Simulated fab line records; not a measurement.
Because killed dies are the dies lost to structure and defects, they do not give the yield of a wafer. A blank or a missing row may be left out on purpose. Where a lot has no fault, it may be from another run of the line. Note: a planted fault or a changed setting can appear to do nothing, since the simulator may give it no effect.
fab line records | flow nandHarc
[record] lots = 13 | wafers = 39 | lastDay = 33
route steps=1302 shown A_CHANNEL_HOLE_D1@479 A_CHANNEL_FILL_D1@496 A_DECK1_JOINT@539 A_ONON_D2@561 END@1302
lots that met no fault: from a run of the same line without faults
startH: hours from the record's opening day to when the first of the lot's shown wafers began | waitH: hours since the lot's step before | " as in the row above | L1.1+2: several wafers, shown together as one row | - no value, or no start was given | * or withheld: withheld | < > ~ a bound
route shown NAME@n: a module of which the file shows steps, and the number in the route of the first | usual: mean/standard deviation of fault-free wafers | same: alike in all rows | chamber/n: place in a boat | sites: per-site readings | _std_site: how widely they spread, as a standard deviation | _edge_site: outer sites' mean less inner sites' | radiusMm: for every site, how far away it sits from the centre of the wafer | mask NAME#n: copy n | behind: tool/chamber where the wafer was last shaped | hold: cause of the lot's hold/its duration in hours/its outcome | device: the transistor (n, p or np) that didn't switch | end of line: at the end of the route, the tests of the same wafers | a step with no rows: only its recipe | killed: at the first sort, the dies lost to defects and structure; wafer yield is something else | map: per-die view of a wafer (x killed, . not killed, _ where there is no die)
set.NAME: the setting the step ran with; set.NAME@STEP: the setting that earlier step ran with | model.NAME: the simulator's own value behind a step, which no gauge read
route steps across a sampled set of lots; one table per step, one row per wafer
services: from which hour (startH, from the record's first day; less than 0 if before it) a tool's chamber was out of use, for how many hours, and why
[[steps]]
[step NHARC_A_CHANNEL_HOLE_D1_ETCH_33]
[recipe] biasV = 400 | sourceW = 2000 | pressureMtorr = 25 | timeS = 90 | arFlowSccm = 375 | c4f8FlowSccm = 41.7 | o2FlowSccm = 83.3 | tempC = -20 | targetDepthA = 4000 | chemistry = C4F8/O2/Ar
[usual] drypumpMotorCurrentA = 5.5/0.31 | showerheadPlenumPTorr = 3.69/0.1 | throttleValvePct = 27.620/0.0096
lot.wafer | tool       | chamber | startH | waitH | drypumpMotorCurrentA | rfHoursCounterH | showerheadPlenumPTorr | throttleValvePct
L897.4    | harEtch-01 | 0       | 184.12 | 0.2   | 5.2                  | -               | 3.58                  | 27.606
L897.6    | "          | 0       | "      | "     | 5.2                  | -               | 3.58                  | 27.621
L897.5    | "          | 1       | "      | "     | 5.4                  | -               | 3.75                  | 27.615
L898.4    | harEtch-02 | 1       | 198.61 | 0.2   | 6.1                  | -               | 3.80                  | 27.606
L898.3    | "          | 0       | "      | "     | 5.5                  | -               | 3.81                  | 27.610
L898.6    | "          | 0       | "      | "     | 5.5                  | -               | 3.81                  | 27.617
L899.1    | harEtch-01 | 0       | 212.50 | 0.2   | 5.2                  | 107             | 3.57                  | 27.612
L899.2    | "          | 1       | "      | "     | 5.4                  | 107             | 3.75                  | 27.617
L899.6    | "          | 1       | "      | "     | 5.4                  | -               | 3.75                  | 27.627
L902.2    | harEtch-02 | 1       | 229.67 | 0.2   | 6.0                  | 325             | 3.79                  | 27.624
L902.4    | "          | 0       | "      | "     | 5.5                  | -               | 3.80                  | 27.635
L902.5    | "          | 0       | "      | "     | 5.5                  | -               | 3.80                  | 27.623
L903.2    | harEtch-01 | 0       | 237.48 | 0.2   | 5.2                  | 122             | 3.56                  | 27.622
L903.1    | "          | 1       | "      | "     | 5.5                  | 122             | 3.74                  | 27.623
L903.3    | "          | 0       | "      | "     | 5.2                  | -               | 3.56                  | 27.620
L904.1    | harEtch-02 | 1       | 257.14 | 0.2   | 6.0                  | 344             | 3.78                  | 27.612
L904.3    | "          | 1       | "      | "     | 6.1                  | -               | 3.78                  | 27.618
L904.5    | "          | 1       | "      | "     | 6.0                  | -               | 3.78                  | 27.632
L905.3    | harEtch-01 | 1       | 264.75 | 0.2   | 5.4                  | -               | 3.73                  | 27.610
L905.4    | "          | 0       | "      | "     | 5.2                  | -               | 3.55                  | 27.621
L905.5    | "          | 1       | "      | "     | 5.4                  | -               | 3.73                  | 27.623
L906.3    | harEtch-02 | 0       | 286.69 | 0.2   | 5.5                  | -               | 3.78                  | 27.621
L906.4    | "          | 1       | "      | "     | 6.1                  | -               | 3.77                  | 27.620
L906.6    | "          | 1       | "      | "     | 6.1                  | -               | 3.77                  | 27.624
L907.2    | harEtch-01 | 1       | 290.47 | 0.2   | 5.4                  | 152             | 3.72                  | 27.625
L907.4    | "          | 0       | "      | "     | 5.2                  | -               | 3.54                  | 27.607
L907.6    | "          | 1       | "      | "     | 5.4                  | -               | 3.72                  | 27.629
L911.4    | harEtch-02 | 1       | 333.34 | 0.2   | 6.1                  | -               | 3.77                  | 27.625
L911.3    | "          | 0       | "      | "     | 5.5                  | -               | 3.77                  | 27.612
L911.5    | "          | 1       | "      | "     | 6.0                  | -               | 3.77                  | 27.612
L912.1    | harEtch-01 | 1       | 334.89 | 0.2   | 5.4                  | 180             | 3.71                  | 27.617
L912.3    | "          | 1       | "      | "     | 5.4                  | -               | 3.71                  | 27.616
L912.5    | "          | 1       | "      | "     | 5.4                  | -               | 3.71                  | 27.621
L919.2    | harEtch-01 | 1       | 405.60 | 0.2   | 5.4                  | 229             | 3.68                  | 27.609
L919.5    | "          | 1       | "      | "     | 5.4                  | -               | 3.68                  | 27.626
L919.6    | "          | 0       | "      | "     | 5.2                  | -               | 3.50                  | 27.637
L920.2    | harEtch-01 | 1       | 415.28 | 0.2   | 5.4                  | 237             | 3.67                  | 27.633
L920.3    | "          | 1       | "      | "     | 5.4                  | -               | 3.67                  | 27.627
L920.5    | "          | 1       | "      | "     | 5.4                  | -               | 3.67                  | 27.599
[step NHARC_A_CHANNEL_FILL_D1_ALD_16]
[recipe] targetThkA = 15 | pulseTimeS = 10 | aldCycles = 15 | tempC = 300 | material = SiO2
[usual] heaterPowerW = 441/44 | precursorPulseHeightRel = 1.000/0.019
[same] pulseTimeS = 10
lot.wafer | tool     | chamber | startH | waitH | heaterPowerW | precursorPulseHeightRel
L897.4    | aldHk-04 | 3       | 196.54 | 0.3   | 474          | 1.010
L897.6    | "        | 0       | "      | "     | 473          | 0.988
L897.5    | "        | 1       | "      | "     | 401          | 0.985
L898.4    | aldHk-02 | 3       | 212.74 | 0.1   | 372          | 0.988
L898.3    | "        | 0       | "      | "     | 378          | 1.051
L898.6    | "        | 1       | "      | "     | 445          | 0.973
L899.2    | aldHk-01 | 2       | 228.26 | 0.1   | 493          | 0.981
L899.1    | "        | 3       | "      | "     | 422          | 0.974
L899.6    | "        | 2       | "      | "     | 487          | 1.013
L902.4    | aldHk-02 | 1       | 243.34 | 0.0   | 442          | 0.978
L902.2    | "        | 0       | "      | "     | 383          | 1.021
L902.5    | "        | 2       | "      | "     | 428          | 0.989
L903.1    | aldHk-01 | 0       | 251.61 | 0.1   | 456          | 0.977
L903.2    | "        | 1       | "      | "     | 506          | 0.997
L903.3    | "        | 2       | "      | "     | 491          | 0.974
L904.3    | aldHk-01 | 2       | 276.13 | 0.0   | 492          | 0.990
L904.1    | "        | 1       | "      | "     | 507          | 0.999
L904.5    | "        | 3       | "      | "     | 427          | 1.032
L905.3    | aldHk-01 | 1       | 278.93 | 0.0   | 492          | 1.005
L905.4    | "        | 2       | "      | "     | 502          | 0.984
L905.5    | "        | 1       | "      | "     | 509          | 0.995
L906.4    | aldHk-04 | 3       | 304.62 | 3.6   | 509          | 1.024
L906.3    | "        | 1       | "      | "     | 382          | 1.010
L906.6    | "        | 3       | "      | "     | 504          | 0.998
L907.2    | aldHk-04 | 0       | 304.79 | 0.1   | 471          | 0.974
L907.4    | "        | 1       | "      | "     | 377          | 0.967
L907.6    | "        | 3       | "      | "     | 509          | 0.991
L911.3    | aldHk-01 | 3       | 348.32 | 0.0   | 401          | 0.990
L911.4    | "        | 1       | "      | "     | 493          | 1.004
L911.5    | "        | 0       | "      | "     | 411          | 0.968
L912.3    | aldHk-02 | 2       | 348.36 | 0.1   | 426          | 1.006
L912.1    | "        | 3       | "      | "     | 366          | 0.986
L912.5    | "        | 1       | "      | "     | 452          | 1.009
L919.2    | aldHk-01 | 2       | 419.84 | 0.1   | 479          | 1.038
L919.5    | "        | 0       | "      | "     | 417          | 0.985
L919.6    | "        | 1       | "      | "     | 503          | 0.984
L920.2    | aldHk-02 | 3       | 429.48 | 0.0   | 393          | 0.966
L920.3    | "        | 2       | "      | "     | 437          | 1.062
L920.5    | "        | 0       | "      | "     | 376          | 1.028
[step NHARC_A_DECK1_JOINT_CMP_02]
[recipe] material = SiOx
[usual] edgeZonePressureFrac = 1.000/0.0052 | motorCurrentA = 12.5/1.1
lot.wafer | tool   | chamber | startH | waitH | edgeZonePressureFrac | motorCurrentA
L897.4    | cmp-01 | 1       | 267.48 | 0.4   | 1.001                | 11.2
L897.5    | "      | 2       | "      | "     | 0.996                | 12.1
L897.6    | "      | 3       | "      | "     | 1.001                | 12.7
L898.3    | cmp-01 | 1       | 291.68 | 0.4   | 0.997                | 10.7
L898.4    | "      | 2       | "      | "     | 1.002                | 12.7
L898.6    | "      | 3       | "      | "     | 1.000                | 13.3
L899.2    | cmp-02 | 3       | 300.22 | 0.4   | 1.000                | 11.1
L899.1    | "      | 1       | "      | "     | 0.994                | 13.5
L899.6    | "      | 0       | "      | "     | 1.008                | 12.1
L902.2    | cmp-01 | 3       | 313.70 | 0.4   | 1.003                | 13.8
L902.4    | "      | 1       | "      | "     | 1.007                | 11.4
L902.5    | "      | 3       | "      | "     | 1.002                | 14.0
L903.2    | cmp-01 | 2       | 320.49 | 0.4   | 0.996                | 11.7
L903.1    | "      | 3       | "      | "     | 0.992                | 13.0
L903.3    | "      | 0       | "      | "     | 1.000                | 12.4
L905.3    | cmp-01 | 0       | 346.83 | 0.4   | 0.994                | 12.1
L905.4    | "      | 2       | "      | "     | 0.996                | 12.6
L905.5    | "      | 0       | "      | "     | 0.995                | 12.5
L904.3    | cmp-03 | 3       | 346.83 | 0.4   | 0.994                | 12.5
L904.1    | "      | 0       | "      | "     | 0.998                | 11.5
L904.5    | "      | 3       | "      | "     | 1.003                | 12.6
L906.3    | cmp-01 | 3       | 376.92 | 0.4   | 1.000                | 13.5
L906.4    | "      | 2       | "      | "     | 1.004                | 12.7
L906.6    | "      | 0       | "      | "     | 0.999                | 12.7
L907.4    | cmp-03 | 0       | 376.95 | 0.4   | 1.002                | 11.6
L907.2    | "      | 1       | "      | "     | 1.001                | 11.5
L907.6    | "      | 0       | "      | "     | 1.000                | 11.1
L911.3    | cmp-03 | 0       | 419.42 | 0.4   | -                    | -
L911.4    | "      | 1       | "      | "     | -                    | -
L911.5    | "      | 1       | "      | "     | -                    | -
L912.3    | cmp-03 | 3       | 419.57 | 0.5   | -                    | -
L912.1    | "      | 0       | "      | "     | -                    | -
L912.5    | "      | 3       | "      | "     | -                    | -
L919.2    | cmp-03 | 0       | 497.78 | 0.4   | 1.005                | 11.7
L919.6    | "      | 0       | "      | "     | 0.998                | 11.4
L919.5    | "      | 1       | "      | "     | 0.996                | 11.8
L920.3    | cmp-01 | 3       | 497.78 | 0.4   | 0.992                | 13.4
L920.2    | "      | 1       | "      | "     | 1.004                | 11.2
L920.5    | "      | 3       | "      | "     | 0.998                | 13.6
[step NHARC_A_ONON_D2_THK_MEAS_24]
[recipe] thkMeasGauge = ellipsometry
[usual] thkNm = 1003/11
lot.wafer | tool         | chamber | startH | waitH | thkNm
L897.4    | filmMetro-02 | -       | 282.29 | -     | 1000
L897.5    | "            | -       | "      | "     | 1001
L897.6    | "            | -       | "      | "     | 1002
L898.3    | filmMetro-02 | -       | 305.50 | -     | 1004
L898.4    | "            | -       | "      | "     | 1006
L898.6    | "            | -       | "      | "     | 1004
L899.1    | filmMetro-01 | -       | 314.23 | -     | 1017
L899.2    | "            | -       | "      | "     | 1015
L899.6    | "            | -       | "      | "     | 1016
L902.2    | filmMetro-01 | -       | 327.43 | -     | 1017
L902.4    | "            | -       | "      | "     | 1014
L902.5    | "            | -       | "      | "     | 1015
L903.1    | filmMetro-02 | -       | 332.85 | -     | 990
L903.2    | "            | -       | "      | "     | 988
L903.3    | "            | -       | "      | "     | 990
L904.1    | filmMetro-02 | -       | 358.87 | -     | 997
L904.3    | "            | -       | "      | "     | 998
L904.5    | "            | -       | "      | "     | 996
L905.3    | filmMetro-01 | -       | 358.87 | -     | 1005
L905.4    | "            | -       | "      | "     | 1003
L905.5    | "            | -       | "      | "     | 1005
L907.2    | filmMetro-02 | -       | 389.62 | -     | 996
L907.4    | "            | -       | "      | "     | 996
L907.6    | "            | -       | "      | "     | 996
L906.3    | filmMetro-01 | -       | 389.63 | -     | 1015
L906.4    | "            | -       | "      | "     | 1014
L906.6    | "            | -       | "      | "     | 1016
L919.2    | filmMetro-02 | -       | 509.91 | -     | 1003
L919.5    | "            | -       | "      | "     | 1003
L919.6    | "            | -       | "      | "     | 1005
L920.2    | filmMetro-01 | -       | 509.92 | -     | 1015
L920.3    | "            | -       | "      | "     | 1016
L920.5    | "            | -       | "      | "     | 1015
[step NHARC_END_SORT_01]
[recipe] tempC = 25
[usual] killedAtArray = 54/21 | killedAtOther = 1.0/1.2 | killedAtPeriphery = 3.6/2.6 | killedDies = 58/20 | killedOpen = 3.3/1.9 | killedShort = 2.6/1.5
[same] grossDies = 677
lot.wafer | tool      | chamber | startH | waitH | killedAtArray | killedAtOther | killedAtPeriphery | killedDies | killedOpen | killedShort
L912.1    | prober-02 | 0       | 722.01 | 2.5   | 672           | 3             | 2                 | 677        | 4          | 2
L912.3    | prober-02 | 0       | 723.63 | 3.1   | 670           | 3             | 4                 | 677        | 1          | 2
L912.5    | prober-02 | 0       | 725.25 | 3.7   | 672           | 5             | 0                 | 677        | 3          | 2
L911.3    | prober-01 | 0       | 730.61 | 3.1   | 673           | 0             | 4                 | 677        | 6          | 2
L911.4    | prober-01 | 0       | 731.40 | 3.4   | 676           | 1             | 0                 | 677        | 4          | 1
L911.5    | prober-01 | 0       | 732.19 | 3.7   | 669           | 1             | 7                 | 677        | 4          | 4
// killed by level:class
L912.1 A_DECK1_JOINT:areaCmp=617 A_CHANNEL_HOLE_D2:chamberFilmFlake=22 A_SLIT:chamberFilmFlake=18 A_WL_FILL:chamberFilmFlake=4 A_BLC:chamberFilmFlake=3 THIN_TSV:chamberFilmFlake=3 A_CHANNEL_FILL_D1:geometricParticle:open=2 P_M1:geometricParticle:open=1
L912.3 A_DECK1_JOINT:areaCmp=642 A_SLIT:chamberFilmFlake=10 A_CHANNEL_HOLE_D2:chamberFilmFlake=10 A_CHANNEL_HOLE_D1:chamberFilmFlake=3 P_GATE:chamberFilmFlake=2 A_CONTACT:chamberFilmFlake=2 THIN_TSV:chamberFilmFlake=2 P_CONTACT:geometricParticle:short=1
L912.5 A_DECK1_JOINT:areaCmp=635 A_SLIT:chamberFilmFlake=17 A_CONTACT:chamberFilmFlake=9 A_CHANNEL_HOLE_D2:chamberFilmFlake=5 THIN_TSV:chamberFilmFlake=4 A_CHANNEL_HOLE_D1:geometricParticle:open=1 A_CHANNEL_FILL_D1:geometricParticle:short=1 A_DECK1_JOINT:geometricParticle:short=1
L911.3 A_DECK1_JOINT:areaCmp=579 A_CHANNEL_HOLE_D1:chamberFilmFlake=40 A_SLIT:chamberFilmFlake=36 A_CONTACT:chamberFilmFlake=5 A_ONON_D1:geometricParticle:open=3 A_CHANNEL_FILL_D1:chamberFilmFlake=3 P_BONDPAD:chamberFilmFlake=2 P_CONTACT:geometricParticle:short=1
L911.4 A_DECK1_JOINT:areaCmp=611 A_CHANNEL_HOLE_D1:chamberFilmFlake=31 A_SLIT:chamberFilmFlake=16 A_CHANNEL_HOLE_D2:chamberFilmFlake=5 A_CONTACT:chamberFilmFlake=4 A_BLC:geometricParticle:open=2 A_CHANNEL_FILL_D1:chamberFilmFlake=2 A_DECK1_JOINT:chamberFilmFlake=2
L911.5 A_DECK1_JOINT:areaCmp=596 A_SLIT:chamberFilmFlake=27 A_CHANNEL_HOLE_D1:chamberFilmFlake=24 A_CONTACT:chamberFilmFlake=10 P_BONDPAD:chamberFilmFlake=3 A_CHANNEL_HOLE_D2:chamberFilmFlake=3 P_CONTACT:chamberFilmFlake=2 P_GATE:geometricParticle:open=1
[[services]]
tool       | chamber | startH | hours | kind
cmp-03     | -       | 162.07 | 4.0   | pm
cmp-01     | -       | 162.62 | 0.7   | repair
cmp-01     | -       | 185.50 | 4.0   | pm
aldHk-01   | -       | 216.43 | 2.3   | repair
cmp-01     | -       | 226.40 | 0.6   | repair
cmp-01     | -       | 240.47 | 2.1   | repair
cmp-01     | -       | 259.44 | 0.5   | repair
cmp-03     | -       | 260.07 | 4.0   | pm
cmp-03     | -       | 271.92 | 4.3   | repair
cmp-01     | -       | 283.50 | 4.0   | pm
cmp-03     | -       | 291.00 | 0.6   | repair
aldHk-01   | -       | 300.51 | 10.0  | pm
cmp-03     | -       | 356.92 | 1.2   | repair
cmp-03     | -       | 364.67 | 3.4   | repair
harEtch-02 | -       | 379.49 | 17.0  | pm
cmp-03     | -       | 380.94 | 0.5   | repair
cmp-01     | -       | 381.50 | 4.0   | pm
cmp-03     | -       | 408.55 | 2.6   | repair
cmp-01     | -       | 429.51 | 1.8   | repair
cmp-01     | -       | 432.08 | 0.4   | repair
cmp-03     | -       | 442.18 | 0.3   | repair
cmp-03     | -       | 456.10 | 4.0   | pm
aldHk-01   | -       | 478.51 | 10.0  | pm
cmp-01     | -       | 479.50 | 4.0   | pm
[[key]]
[firstSign] step = NHARC_A_DECK1_JOINT_CMP_02 | reading = toolRecord | direction = missing
[effect] step = NHARC_END_SORT_01 | reading = killedDies | direction = up | sigmas = 30 | usual = 58 | struck = 677
[moreKillsBornAt] NHARC_A_DECK1_JOINT_CMP_02@cmp-03 = 3680
metAt NHARC_A_DECK1_JOINT_CMP_02
struckLots L911,L912
laterRowsLeftOut L911.3,L911.4,L911.5,L912.1,L912.3,L912.5
testerLeftOut L911,L912
notActingAt NHARC_A_CHANNEL_HOLE_D1_ETCH_33,NHARC_A_CHANNEL_FILL_D1_ALD_16,NHARC_A_ONON_D2_THK_MEAS_24
onsetBetween 376.95 419.42
[fault] kind = skippedStepWhole | tool = cmp-03 | chamber = - | onsetH = 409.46 | steps = NHARC_A_DECK1_JOINT_CMP_02 | scope = struckLotsOnly
// testerLeftOut: of these lots the tester's yield and bins aren't shown, on N5 and GAA mostly nor the transistor test; their killed dies are dies lost to structure and defects alone, not to doping, threshold or leakage, so they don't give the yield
// laterRowsLeftOut: the simulator's readings of these wafers behind a module that went badly wrong aren't trusted and aren't shown, but for the sort
